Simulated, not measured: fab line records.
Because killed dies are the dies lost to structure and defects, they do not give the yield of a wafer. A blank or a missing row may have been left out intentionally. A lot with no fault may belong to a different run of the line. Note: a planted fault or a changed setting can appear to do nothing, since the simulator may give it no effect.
One fault seen from 2 desks | flow n5-finfet | each desk holds nothing but its own numbers, with what lay behind them at the end

== DESK OF THE TOOL OWNER: ald-metal-03 ==
The tool's own readings at N5_HKMG_FIN_PWFM_ALD_03 (deposits TiN, target thk 2 nm, pulse time 1 s, purge time 3 s): means of the sampled wafers that have a number, for each lot that ran on this tool. If a lot's mean is further than 4 standard deviations from the usual mean, the lot is out of limits and carries the mark OUT (the distance appears in the brackets).
Columns: A = heater-power-w at N5_HKMG_FIN_PWFM_ALD_03, usual 911 W; B = precursor-pulse-height-rel at N5_HKMG_FIN_PWFM_ALD_03, usual 0.998
lot  | first seen here | A   | B
L914 | day 4 16:16     | 992 | 1.016
L918 | day 5 18:02     | 896 | 0.995
L922 | day 6 20:58     | 964 | 0.999
L932 | day 9 04:34     | 864 | 0.984
L934 | day 9 15:06     | 962 | 1.004
Result from this desk: across the 5 lots, nothing is out of limits.

== METROLOGY DESK ==
What the gauges read, lot by lot, whatever tool the lot ran on: means of the sampled wafers that have a number. If a lot's mean is further than 4 standard deviations from the usual mean, the lot is out of limits and carries the mark OUT (the distance appears in the brackets). 7 of its 16 readings are shown, namely those furthest out on some lot.
Columns: A = DIBL_P at N5_BEOL_M4_RC_MEAS_101, usual 35.8 mV/V; B = IOFF_P_LIN at N5_BEOL_M4_RC_MEAS_101, usual 0.097 nA/um; C = IOFF_P_LONG at N5_BEOL_M4_RC_MEAS_101, usual 0.000104 nA/um; D = ION_P at N5_BEOL_M4_RC_MEAS_101, usual 460 uA/um; E = VT_P at N5_BEOL_M4_RC_MEAS_101, usual -251 mV; F = VT_P_LONG at N5_BEOL_M4_RC_MEAS_101, usual -275.3 mV; G = VT_P_LVT at N5_BEOL_M4_RC_MEAS_101, usual -99.1 mV
lot  | first seen here | A    | B     | C        | D   | E    | F      | G
L914 | day 4 16:14     | 34.0 | 0.082 | 0.000100 | 451 | -253 | -277.0 | -101.3
L918 | day 5 18:00     | 37.9 | 0.082 | 0.000093 | 442 | -260 | -284.0 | -107.3
L920 | day 6 04:34     | 38.8 | 0.117 | 0.000110 | 467 | -248 | -274.5 | -96.9
L922 | day 6 20:56     | 35.6 | 0.082 | 0.000095 | 451 | -256 | -280.9 | -104.4
L928 | day 8 08:35     | 34.4 | 0.086 | 0.000097 | 460 | -254 | -278.2 | -99.6
L932 | day 9 04:31     | 34.9 | 0.092 | 0.000101 | 458 | -251 | -274.8 | -100.9
L934 | day 9 15:04     | 34.7 | 0.096 | 0.000110 | 461 | -252 | -272.5 | -97.5
L935 | day 9 21:20     | 36.2 | 0.090 | 0.000091 | 461 | -252 | -278.0 | -102.0
Result from this desk: across the 8 lots, nothing is out of limits.

== TAKEN TOGETHER ==
Nothing out of limits was seen by the tool owner's desk.
Metrology desk: nothing out of limits seen.

== WHAT THE SIMULATOR PUT IN ==
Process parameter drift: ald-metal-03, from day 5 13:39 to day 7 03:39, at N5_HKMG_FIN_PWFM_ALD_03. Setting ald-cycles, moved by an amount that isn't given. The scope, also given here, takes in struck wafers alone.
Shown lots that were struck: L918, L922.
